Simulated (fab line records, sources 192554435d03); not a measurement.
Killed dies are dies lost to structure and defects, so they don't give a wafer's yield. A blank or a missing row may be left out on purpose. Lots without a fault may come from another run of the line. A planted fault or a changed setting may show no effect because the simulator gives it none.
Chamber matching | flow n5_finfet | N5_GATE_CUT_ETCH_19 on rie_diel-05: 4 sister chambers
The step etches SiNx in CH3F/O2, target depth 53.7 nm, time 76.7 s. 4 wafers are shown with their chamber, then 8 later ones without.

WAFERS WITH THEIR CHAMBER
wafer  | chamber | drypump_motor_current_A (A)
L085.5 | 3       | 5.0
L090.5 | 1       | 5.8
L090.6 | 0       | 5.5
L092.1 | 2       | 5.6

WAFERS WITHOUT THEIR CHAMBER
wafer  | drypump_motor_current_A (A)
L092.3 | 5.5
L092.6 | 5.8
L096.1 | 5.0
L096.2 | 5.5
L096.6 | 5.5
L097.1 | 5.0
L097.3 | 5.5
L097.5 | 5.7

WHICH CHAMBER EACH WENT THROUGH
wafer  | from the rows above     | in truth
L092.3 | 0                       | 0
L092.6 | 1                       | 1
L096.1 | 3                       | 3
L096.2 | 0                       | 0
L096.6 | 0                       | 0
L097.1 | 3                       | 3
L097.3 | 0                       | 0
L097.5 | can't be placed: 1 or 2 | 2
Placed correctly: 7 of 8. Can't be placed from these rows: 1 (the true chamber is among the candidates in 1). Placed wrongly: 0.
How it was worked out, from the rows above alone: a wafer's distance from a chamber is the root of the sum, over the readings, of the square of ((its reading less the chamber's mean) divided by the reading's scatter). The wafer belongs to the nearest chamber; if the next one is less than 2 further off, it can't be placed. A chamber's mean is the mean of its shown wafers. The scatter: with one shown wafer a chamber, the root of the mean of the squares of how far each hidden wafer lies from its nearest shown one.
